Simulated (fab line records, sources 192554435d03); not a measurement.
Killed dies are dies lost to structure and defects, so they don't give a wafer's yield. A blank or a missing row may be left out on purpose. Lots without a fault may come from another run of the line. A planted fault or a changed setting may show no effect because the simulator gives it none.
Chamber matching | flow n5_finfet | N5_BEOL_M5_CURE_80 on uv_cure-01: 3 sister chambers
The step cures SiCOH lowk, time 120 s. 6 wafers are shown with their chamber, then 9 later ones without.

WAFERS WITH THEIR CHAMBER
wafer  | chamber | wafer_temp_C_max | lamp_power_pct (%)
L078.4 | 1       | 371.4            | 52.34
L078.6 | 1       | 371.5            | 52.30
L083.3 | 2       | 371.6            | 52.22
L083.4 | 2       | 371.4            | 52.31
L090.4 | 0       | 372.1            | 52.28
L090.6 | 0       | 374.7            | 52.29

WAFERS WITHOUT THEIR CHAMBER
wafer  | wafer_temp_C_max | lamp_power_pct (%)
L089.1 | 371.8            | 52.27
L089.3 | 372.3            | 52.32
L089.5 | 372.6            | 52.25
L097.4 | 373.0            | 52.36
L097.5 | 373.1            | 52.27
L097.6 | 374.1            | 52.38
L096.2 | 373.0            | 52.38
L096.4 | 373.1            | 52.31
L096.6 | 372.8            | 52.17

WHICH CHAMBER EACH WENT THROUGH
wafer  | from the rows above          | in truth
L089.1 | can't be placed: 2 or 1 or 0 | 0
L089.3 | can't be placed: 1 or 0 or 2 | 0
L089.5 | can't be placed: 2 or 0 or 1 | 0
L097.4 | can't be placed: 1 or 0 or 2 | 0
L097.5 | can't be placed: 0 or 2 or 1 | 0
L097.6 | can't be placed: 0 or 1 or 2 | 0
L096.2 | can't be placed: 1 or 0 or 2 | 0
L096.4 | can't be placed: 0 or 1 or 2 | 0
L096.6 | can't be placed: 2 or 0 or 1 | 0
Placed correctly: 0 of 9. Can't be placed from these rows: 9 (the true chamber is among the candidates in 9). Placed wrongly: 0.
How it was worked out, from the rows above alone: a wafer's distance from a chamber is the root of the sum, over the readings, of the square of ((its reading less the chamber's mean) divided by the reading's scatter). The wafer belongs to the nearest chamber; if the next one is less than 2 further off, it can't be placed. A chamber's mean is the mean of its shown wafers. The scatter: the root of (the sum of the squares of (reading less its chamber's mean) over the shown wafers, divided by (wafers less chambers)).
